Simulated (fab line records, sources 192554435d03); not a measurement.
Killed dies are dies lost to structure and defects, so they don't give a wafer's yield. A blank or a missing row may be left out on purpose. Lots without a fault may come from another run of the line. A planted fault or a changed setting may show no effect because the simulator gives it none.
A struck lot beside a sound one | flow n5_finfet | 41 steps out of a route of 1938
Sound: wafers L167.3, L167.5, L167.6. Struck: wafers L180.2, L180.5. (L180.1 of the same lot was not struck and is left out.) The cause comes at the end.
At each step with rows: each side's tool, then ch and its chambers, then its first start. Under that, the readings that differ: sound wafers | struck wafers | difference of the means | sigmas: that difference in standard deviations of wafers without a fault.
alike: readings whose means differ by less than 2 such deviations, and words and numbers that are the same on both sides. not compared: withheld readings, readings that some wafer has no value for, bounds like >300 that may hide the same value, and numbers for which the record gives no deviation and whose values overlap.
The two part at a step that has a row with sigmas, a row that says differs or no value, or rows on one side only. Numbers that don't overlap but have no deviation are shown without sigmas and don't part them. A reading that every wafer of one side lacks parts them only if that side has two wafers or more.

N5_BEOL_M5_CD_MEAS_28: target cd 30.6 nm, target cd y 20 nm.
  sound on cd_sem-02 ch 0, day 8 10:02; struck on cd_sem-03 ch 0, day 11 16:07
  reading    | sound          | struck    | difference | sigmas
  cd_nm (nm) | 30.6 30.9 30.9 | 30.2 30.0 | -0.7       | -2
N5_BEOL_M5_OVL_MEAS_29:
  sound on overlay-01 ch 0, day 8 10:05; struck on overlay-02 ch 0, day 11 16:09
  reading     | sound       | struck    | difference | sigmas
  V4_OVL (nm) | 0.7 0.6 0.2 | -1.0 -0.8 | -1.4       | -2
N5_BEOL_M5_INSPECT_30: inspects for defects (brightfield).
  sound on defect_inspect-01, day 8 10:08; struck on defect_inspect-01, day 11 16:13
  alike: raw_defect_count
N5_BEOL_M5_DESCUM_33: chemistry O2, time 7 s.
  sound on rie_diel-02 ch 1,2,3, day 8 10:10; struck on rie_diel-05 ch 1, day 11 16:23
  alike: drypump_motor_current_A, oes_product_au, rf_vpp_V, showerhead_plenum_p_Torr, temp_c, throttle_valve_pct
  not compared: rf_hours_counter_h
then, 7 steps without rows for these wafers: N5_BEOL_M5_ETCH_75 (etches underlayer in N2/H2, target depth 6.5 nm, time 5.2 s); N5_BEOL_M5_ETCH_67 (etches SiARC in CF4, target depth 15.6 nm, time 26 s); N5_BEOL_M5_ETCH_68 (etches SOC in N2/H2, target depth 80 nm, overetch 16 nm, time 120 s); N5_BEOL_M5_STRIP_69 (strips in N2/H2); N5_BEOL_M5_STRIP_76 (strips in N2/H2); N5_BEOL_M5_VIA_ETCH_34 (etches SiCOH lowk in C4F6/O2, target depth 88.3 nm, time 39.2 s); N5_BEOL_M5_STRIP_85 (strips in C4F6/O2).
N5_BEOL_M5_STRIP_36: strips in N2/H2.
  sound on rie_diel-02 ch 1,2,3, day 8 10:23; struck on rie_diel-05 ch 1, day 11 16:37
  alike: drypump_motor_current_A, oes_product_au, rf_vpp_V, showerhead_plenum_p_Torr, temp_c, throttle_valve_pct
  not compared: rf_hours_counter_h
N5_BEOL_M5_TRENCH_ETCH_37: etches SiCOH lowk in C4F6/O2, target depth 71.652 nm, time 24.7 s.
  sound on rie_diel-02 ch 1,2,3, day 8 10:25; struck on rie_diel-05 ch 1, day 11 16:39
  reading                             | sound             | struck      | difference | sigmas
  oes_f_703_au (a.u.)                 | 0.79 0.72 0.75    | 1.13 1.13   | +0.38      | +6
  oes_o_777_au (a.u.)                 | 0.78 0.71 0.74    | 1.13 1.12   | +0.38      | +5
  oes_product_au (a.u.)               | 0.78 0.71 0.73    | 0.88 0.89   | +0.15      | +2
  rf_fwd_power_W (W)                  | 341.1 341.6 340.3 | 422.6 421.9 | +81.2      | +48
  rf_vpp_V (V)                        | 630 639 644       | 580 582     | -57        | -3
  model.etch.depth_nm (nm)            | 72.42 69.68 70.38 | 75.08 75.39 | +4.41      |
  model.BEOL_M5.feature_depth_nm (nm) | 72.4 69.6 70.4    | 75 75.4     | +4         |
  alike: drypump_motor_current_A, showerhead_plenum_p_Torr, throttle_valve_pct
  not compared: rf_hours_counter_h
then, 2 steps without rows for these wafers: N5_BEOL_M5_ETCH_41 (etches SiCN in CH3F/O2, target depth 31.5 nm, time 56.7 s); N5_BEOL_M5_STRIP_91 (strips in N2/H2, time 10 s).
N5_BEOL_M5_OCD_MEAS_38:
  sound on ocd-02, day 8 10:35; struck on ocd-01, day 11 16:49
  reading              | sound          | struck    | difference | sigmas
  trench_depth_nm (nm) | 72.5 69.7 70.3 | 74.5 75.6 | +4.2       | +3
then, 4 steps without rows for these wafers: N5_BEOL_M5_HM_STRIP_39 (strips TiN in peroxide tin strip, target depth 25 nm, time 158 s); N5_BEOL_M5_SRD_40 (time 30 s); N5_BEOL_M5_PRECLEAN_42 (cleans in residue remover, time 60 s); N5_BEOL_M5_SRD_43 (time 30 s).
N5_BEOL_M5_CD_MEAS_35: target cd 28 nm, target cd y 24 nm.
  sound on cd_sem-02, day 8 10:44; struck on cd_sem-03, day 11 16:58
  alike: cd_nm
then, 7 steps without rows for these wafers: N5_BEOL_M5_CURE_80 (cures SiCOH lowk, time 120 s); N5_BEOL_M5_DEGAS_44 (time 60 s); N5_BEOL_M5_PRE_CLEAN_45 (time 30 s); N5_BEOL_M5_ALD_86 (deposits TaN, pulse time 2 s, purge time 3 s, co reactant purge time 2 s); N5_BEOL_M5_SURFACE_TREAT_87; N5_BEOL_M5_CVD_47 (deposits Co from CCTBA/H2, target thk 3 nm, time 216 s); N5_BEOL_M5_SPUTTER_48 (material Cu, target thk 15 nm, time 27.62 s).
N5_BEOL_M5_ANNEAL_49: time 1800 s.
  sound on pvd_sputter-03, day 8 12:27; struck on pvd_sputter-01, day 11 19:29
  alike: heater_power_w
then, 4 steps without rows for these wafers: N5_BEOL_M5_SPUTTER_81 (material Cu, target thk 15 nm, time 27.62 s); N5_BEOL_M5_ANNEAL_82 (time 1800 s); N5_BEOL_M5_SPUTTER_83 (material Cu, target thk 15 nm, time 27.62 s); N5_BEOL_M5_ANNEAL_84 (time 1800 s).
N5_BEOL_M5_SPUTTER_88: material Cu, target thk 15 nm, time 27.62 s.
  sound on pvd_sputter-03, day 8 15:38; struck on pvd_sputter-01, day 11 22:40
  alike: throttle_valve_pct
then, 1 step without rows for these wafers: N5_BEOL_M5_ANNEAL_89 (time 1800 s).
N5_BEOL_M5_SPUTTER_90: material Cu, target thk 4.5 nm, time 8.29 s.
  sound on pvd_sputter-03, day 8 16:43; struck on pvd_sputter-01, day 11 23:45
  alike: throttle_valve_pct
then, 2 steps without rows for these wafers: N5_BEOL_M5_ECD_50 (material Cu, target thk 300 nm); N5_BEOL_M5_ANNEAL_51 (time 90 s).
N5_BEOL_M5_CMP_52: polishes, stops on SiCOH lowk, t overpolish 6.9 s, target thk 62 nm.
  sound on cmp-01 ch 0,3, day 8 17:22; struck on cmp-01 ch 2,3, day 12 00:44
  reading                                | sound          | struck    | difference | sigmas
  barrier_field_endpoint_s (s)           | 24.7 25.3 24.2 | 23.2 22.9 | -1.7       | -2
  model.Cu_of_BEOL_M5_ECD_50.thk_nm (nm) | 62.8 60.4 59.4 | 65.4 64.4 | +4.0       |
  alike: clearing_platen_rpm, motor_current_A, overpolish_run_s, slurry_flow_ml_min, time_to_endpoint_s
N5_BEOL_M5_THK_MEAS_53: measures by xrf.
  sound on film_metro-01, day 8 17:38; struck on film_metro-02, day 12 01:02
  reading     | sound          | struck    | difference | sigmas
  M5_THK (nm) | 62.7 60.2 59.4 | 66.1 65.2 | +4.9       | +3
then, 1 step without rows for these wafers: N5_PASSIVATION_PROBE_49.

WHERE THEY PART
First at N5_BEOL_M5_CD_MEAS_28; last, within this record, at N5_BEOL_M5_THK_MEAS_53.

WHY: what the simulator had put in
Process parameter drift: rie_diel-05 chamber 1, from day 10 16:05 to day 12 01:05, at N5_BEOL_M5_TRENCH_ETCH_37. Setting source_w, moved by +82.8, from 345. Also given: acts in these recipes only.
